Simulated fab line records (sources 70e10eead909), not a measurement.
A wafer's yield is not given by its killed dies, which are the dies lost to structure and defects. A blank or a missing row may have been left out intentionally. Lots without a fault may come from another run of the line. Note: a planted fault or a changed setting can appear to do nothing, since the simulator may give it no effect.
The tool behind it: which one? || flow nand harc || 12 lots, 36 wafers sampled, at 4 steps of a route of 1302

WHAT EACH GAUGE READ, for each wafer
NHARC_A_CONTACT_CD_MEAS_69: the cd target is 300 nm.
{"lot": "L448", "measured": "day 22 19:07", "on": "cd sem-02", "cd nm (nm)": "299.9 300.8 299.7"}
{"lot": "L454", "measured": "day 25 20:41", "on": "cd sem-02", "cd nm (nm)": "300.3 300.6 299.8"}
{"lot": "L452", "measured": "day 27 01:25", "on": "cd sem-01", "cd nm (nm)": "299.6 300.4 299.1"}
{"lot": "L455", "measured": "day 27 08:55", "on": "cd sem-02", "cd nm (nm)": "299.1 299.1 300.2"}
{"lot": "L457", "measured": "day 27 20:33", "on": "cd sem-03", "cd nm (nm)": "299.5 299.9 299.6"}
{"lot": "L451", "measured": "day 28 04:31", "on": "cd sem-03", "cd nm (nm)": "300.1 300.2 300.9"}
{"lot": "L459", "measured": "day 28 09:34", "on": "cd sem-03", "cd nm (nm)": "299.2 299.7 299.7"}
{"lot": "L460", "measured": "day 28 09:25", "on": "cd sem-01", "cd nm (nm)": "300.5 300.8 300.0"}
{"lot": "L461", "measured": "day 28 14:43", "on": "cd sem-02", "cd nm (nm)": "300.5 300.8 300.1"}
{"lot": "L464", "measured": "day 29 21:38", "on": "cd sem-03", "cd nm (nm)": "299.8 299.8 301.1"}
{"lot": "L465", "measured": "day 30 03:55", "on": "cd sem-02", "cd nm (nm)": "290.5 290.4 290.7"}
{"lot": "L469", "measured": "day 32 23:41", "on": "cd sem-02", "cd nm (nm)": "291.8 292.7 292.2"}

TOOL THAT RAN EACH LOT (tool first, then ch and the chambers of the sampled wafers, then the start)
{"lot": "L448", "NHARC_A_CONTACT_ETCH_115": "har cap etch-02 ch 0, day 22 09:28", "NHARC_A_CONTACT_ETCH_123": "har cap etch-02 ch 0, day 22 11:22", "NHARC_A_CONTACT_EXPOSE_66": "arfi scanner-03 ch 0, day 22 18:59"}
{"lot": "L454", "NHARC_A_CONTACT_ETCH_115": "har cap etch-03 ch 0,1, day 25 11:52", "NHARC_A_CONTACT_ETCH_123": "har cap etch-03 ch 0,1, day 25 13:18", "NHARC_A_CONTACT_EXPOSE_66": "arfi scanner-02 ch 0, day 25 20:32"}
{"lot": "L452", "NHARC_A_CONTACT_ETCH_115": "har cap etch-02 ch 0,1, day 26 11:15", "NHARC_A_CONTACT_ETCH_123": "har cap etch-02 ch 0,1, day 26 12:37", "NHARC_A_CONTACT_EXPOSE_66": "arfi scanner-03 ch 0, day 27 01:17"}
{"lot": "L455", "NHARC_A_CONTACT_ETCH_115": "har cap etch-03 ch 0,1, day 26 20:25", "NHARC_A_CONTACT_ETCH_123": "har cap etch-03 ch 0,1, day 26 22:14", "NHARC_A_CONTACT_EXPOSE_66": "arfi scanner-01 ch 0, day 27 08:47"}
{"lot": "L457", "NHARC_A_CONTACT_ETCH_115": "har cap etch-01 ch 0,1, day 27 07:48", "NHARC_A_CONTACT_ETCH_123": "har cap etch-01 ch 0,1, day 27 09:17", "NHARC_A_CONTACT_EXPOSE_66": "arfi scanner-03 ch 0, day 27 20:25"}
{"lot": "L451", "NHARC_A_CONTACT_ETCH_115": "har cap etch-01 ch 0,1, day 27 10:21", "NHARC_A_CONTACT_ETCH_123": "har cap etch-01 ch 0,1, day 27 11:43", "NHARC_A_CONTACT_EXPOSE_66": "arfi scanner-01 ch 0, day 28 04:22"}
{"lot": "L459", "NHARC_A_CONTACT_ETCH_115": "har cap etch-02 ch 0,1, day 27 17:41", "NHARC_A_CONTACT_ETCH_123": "har cap etch-02 ch 0,1, day 27 19:03", "NHARC_A_CONTACT_EXPOSE_66": "arfi scanner-03 ch 0, day 28 09:25"}
{"lot": "L460", "NHARC_A_CONTACT_ETCH_115": "har cap etch-01 ch 0,1, day 27 17:53", "NHARC_A_CONTACT_ETCH_123": "har cap etch-01 ch 0,1, day 27 19:22", "NHARC_A_CONTACT_EXPOSE_66": "arfi scanner-01 ch 0, day 28 09:17"}
{"lot": "L461", "NHARC_A_CONTACT_ETCH_115": "har cap etch-03 ch 0,1, day 27 22:47", "NHARC_A_CONTACT_ETCH_123": "har cap etch-03 ch 0,1, day 28 00:16", "NHARC_A_CONTACT_EXPOSE_66": "arfi scanner-01 ch 0, day 28 14:35"}
{"lot": "L464", "NHARC_A_CONTACT_ETCH_115": "har cap etch-01 ch 0,1, day 29 11:13", "NHARC_A_CONTACT_ETCH_123": "har cap etch-01 ch 0,1, day 29 12:35", "NHARC_A_CONTACT_EXPOSE_66": "arfi scanner-02 ch 0, day 29 21:29"}
{"lot": "L465", "NHARC_A_CONTACT_ETCH_115": "har cap etch-03 ch 0,1, day 29 19:32", "NHARC_A_CONTACT_ETCH_123": "har cap etch-03 ch 0,1, day 29 21:21", "NHARC_A_CONTACT_EXPOSE_66": "arfi scanner-03 ch 0, day 30 03:47"}
{"lot": "L469", "NHARC_A_CONTACT_ETCH_115": "har cap etch-03 ch 0,1, day 32 15:28", "NHARC_A_CONTACT_ETCH_123": "har cap etch-03 ch 0,1, day 32 16:53", "NHARC_A_CONTACT_EXPOSE_66": "arfi scanner-03 ch 0, day 32 23:33"}
- NHARC_A_CONTACT_ETCH_115: etches the open film in C4F8/O2/Ar, time 190 s, target depth 1850 nm.
- NHARC_A_CONTACT_ETCH_123: etches the open film in C4F8/O2/Ar, time 490 s, target depth 2110 nm.
- NHARC_A_CONTACT_EXPOSE_66: exposes mask A CC 2.

AS READ BY THE TOOLS THEMSELVES (means over the sampled wafers that have a number; for cases with no such wafer, the mark the record gives instead)
NHARC_A_CONTACT_EXPOSE_66.
{"lot": "L448", "tool": "arfi scanner-03", "exposure dose mJ cm2": 58.8}
{"lot": "L454", "tool": "arfi scanner-02", "exposure dose mJ cm2": 59.9}
{"lot": "L452", "tool": "arfi scanner-03", "exposure dose mJ cm2": 58.9}
{"lot": "L455", "tool": "arfi scanner-01", "exposure dose mJ cm2": 59.0}
{"lot": "L457", "tool": "arfi scanner-03", "exposure dose mJ cm2": 58.9}
{"lot": "L451", "tool": "arfi scanner-01", "exposure dose mJ cm2": 59.0}
{"lot": "L459", "tool": "arfi scanner-03", "exposure dose mJ cm2": 58.9}
{"lot": "L460", "tool": "arfi scanner-01", "exposure dose mJ cm2": 59.1}
{"lot": "L461", "tool": "arfi scanner-01", "exposure dose mJ cm2": 59.0}
{"lot": "L464", "tool": "arfi scanner-02", "exposure dose mJ cm2": 60.0}
{"lot": "L465", "tool": "arfi scanner-03", "exposure dose mJ cm2": 47.1}
{"lot": "L469", "tool": "arfi scanner-03", "exposure dose mJ cm2": 49.5}

THE ANSWER, worked out from the rows above alone
Rule: the lots themselves supply what counts as usual. The widest of any qualifying gaps counts: lots, ordered by their means at a reading, are off when they make up no more than a third of the lots, leave a main group of 4 or more, and stand apart from it by 3 or more times the standard deviation of that group's means. A main group whose means are all the same, to the digits that the tables above print for the reading, isn't used. A lot without any number at a reading at which 4 lots or more have one is off too. Any other lot the step has rows for is counted as sound. First the gauges in route order, then the tools' own readings, where a lot's mean is used as printed above. At the first step where some lot is off, the reading lying furthest off is the one used; lots without a number count as furthest.
Off: L465, L469 (NHARC_A_CONTACT_CD_MEAS_69, cd nm). Mean 300.0 nm and standard deviation 0.37 in the main group.
A tool fits if, at a process step before that reading, it ran every lot that is off, and no sound lot after the first of them. Not tried: the gauges at NHARC_A_CONTACT_CD_MEAS_69; whatever is off there is also off at NHARC_A_CONTACT_EXPOSE_66, on other tools, and gauge error can't account for it. 2 tools fit, har cap etch-03 at NHARC_A_CONTACT_ETCH_115 and NHARC_A_CONTACT_ETCH_123 and arfi scanner-03 at NHARC_A_CONTACT_EXPOSE_66, so this cannot tell which one it is.

WHAT WAS PUT IN BY THE SIMULATOR
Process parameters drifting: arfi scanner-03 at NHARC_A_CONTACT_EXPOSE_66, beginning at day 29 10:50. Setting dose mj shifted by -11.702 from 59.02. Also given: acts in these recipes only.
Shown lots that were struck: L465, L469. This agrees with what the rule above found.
